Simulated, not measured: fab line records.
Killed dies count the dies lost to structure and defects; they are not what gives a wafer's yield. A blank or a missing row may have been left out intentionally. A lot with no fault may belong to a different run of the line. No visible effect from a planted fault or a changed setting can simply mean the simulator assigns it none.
Problem report in the 8D (eight disciplines) form, filled by code / flow n5Finfet / the parts of the form that need people (team, actions taken, sign-off) are left out

## 1. THE ISSUE
Mean of rawDefectCount at N5_FIN_SAQP_INSPECT_40: 1404 across 3 wafers in 2 lots; on wafers with no fault it is 232 (standard deviation 77). Relative to the usual mean, that is a shift of +15 standard deviations.
The step: inspects for defects (brightfield).
The first sign was on wafer L820.3 at day 4 15:18, on defectInspect-01. Wafers with a number at this step in the record: 27, from 9 lots. The rule behind "out" and "out of limits": a value lying over 4 standard deviations away from the usual mean. The other wafers with a number count as sound.

## 2. WHAT THIS IS AND IS NOT
question=which readings at this step | is=rawDefectCount | is not=-
question=which lots | is=L820, L821 | is not=L811, L812, L818, L827, L828, L829, L831
question=which wafers of those lots | is=L820.3, L820.6, L821.2 | is not=L820.2, L821.1, L821.3
question=read on which gauges | is=defectInspect-01 | is not=defectInspect-02
question=when | is=from day 4 15:18 | is not=up to then (10 sound wafers); but 14 sound wafers of L821, L827, L828, L829, L831 came after

## 3. SUSPECTS, AND WHAT RULES EACH OUT
Counting: any tool at a process step up to the reading remains a suspect provided it ran every lot that is out. Sound lots after the first of them don't rule it out here, since some wafers of a struck lot are sound.
- the gauge at N5_FIN_SAQP_INSPECT_40 is ruled out. All the wafers that are out were read on defectInspect-01, but those of them that N5_FIN_CUT_INSPECT_10 has rows for are out there too, on other tools.
- aldSin-02 at N5_FIN_SAQP_SPACER1_ALD_24 (deposits SiO2, target thk 20.3 nm, pulse time 1 s, purge time 2 s): kept. Ran every lot that is out, first one L820 (day 4 11:52); last sound lot up to then L818 (day 3 23:23).
- rieDiel-06 at N5_FIN_SAQP_ETCH_69 (etches SOC in N2/H2, stops on SiNx, target depth 150 nm): kept. It ran every lot that is out, first L820 (day 4 13:38).
- rieDiel-06 at N5_FIN_SAQP_STRIP_70 (strips in N2/H2): kept. It ran every lot that is out, first L820 (day 4 13:44).
- rieDiel-06 at N5_FIN_SAQP_STRIP_77 (strips in N2/H2, time 90 s): kept. It ran every lot that is out, first L820 (day 4 14:52).
- Within aldSin-02 at N5_FIN_SAQP_SPACER1_ALD_24: the wafers that are out ran in chamber 1; their sound lot-mates ran in chambers 0, 3.
Left after counting: aldSin-02 at N5_FIN_SAQP_SPACER1_ALD_24, rieDiel-06 at N5_FIN_SAQP_ETCH_69, rieDiel-06 at N5_FIN_SAQP_STRIP_70, rieDiel-06 at N5_FIN_SAQP_STRIP_77.

## 4. THE CAUSE (what the simulator had put in)
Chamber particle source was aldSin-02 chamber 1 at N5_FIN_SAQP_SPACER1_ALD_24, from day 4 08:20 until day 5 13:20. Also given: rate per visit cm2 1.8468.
After counting, 4 suspects remain, this tool included.

## 5. THE EFFECT CHAIN, in route order
Rows list readings where the struck wafers' mean (over those with a number) sits beyond 3 standard deviations from the usual. Scope: only readings with a usual standard deviation given in the record; hours: median across lots of the time from each lot's start at the first step in this table that gives one to its start at this step; sigmas: change in usual standard deviations.
hours=0; step=N5_FIN_SAQP_INSPECT_40; reading=rawDefectCount; usual=232; on struck wafers=1404; change=+1172; sigmas=+15
hours=0; step=N5_FIN_CUT_INSPECT_10; reading=rawDefectCount; usual=42; on struck wafers=1236; change=+1194; sigmas=+92
hours=258; step=N5_PASSIVATION_PROBE_49; reading=killedAtFrontEnd; usual=39; on struck wafers=209; change=+170; sigmas=+14
hours=258; step=N5_PASSIVATION_PROBE_49; reading=killedDies; usual=101; on struck wafers=270; change=+169; sigmas=+9.4
Its process steps:
- N5_PASSIVATION_PROBE_49

## 6. HOW IT WOULD HAVE BEEN CAUGHT EARLIER
In this record the first reading out of limits at a measuring or inspecting step was taken at day 4 15:18, 7 hours after the fault began at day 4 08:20.
Tool readings at N5_FIN_SAQP_SPACER1_ALD_24 with a usual standard deviation given in the record: none out on any struck wafer, hence no alarm at a limit of 4 standard deviations on them.
Lots out: 2; of these, L821 started N5_FIN_SAQP_SPACER1_ALD_24 on aldSin-02 after day 4 15:18. Had the tool been put on hold then, it would have been spared.
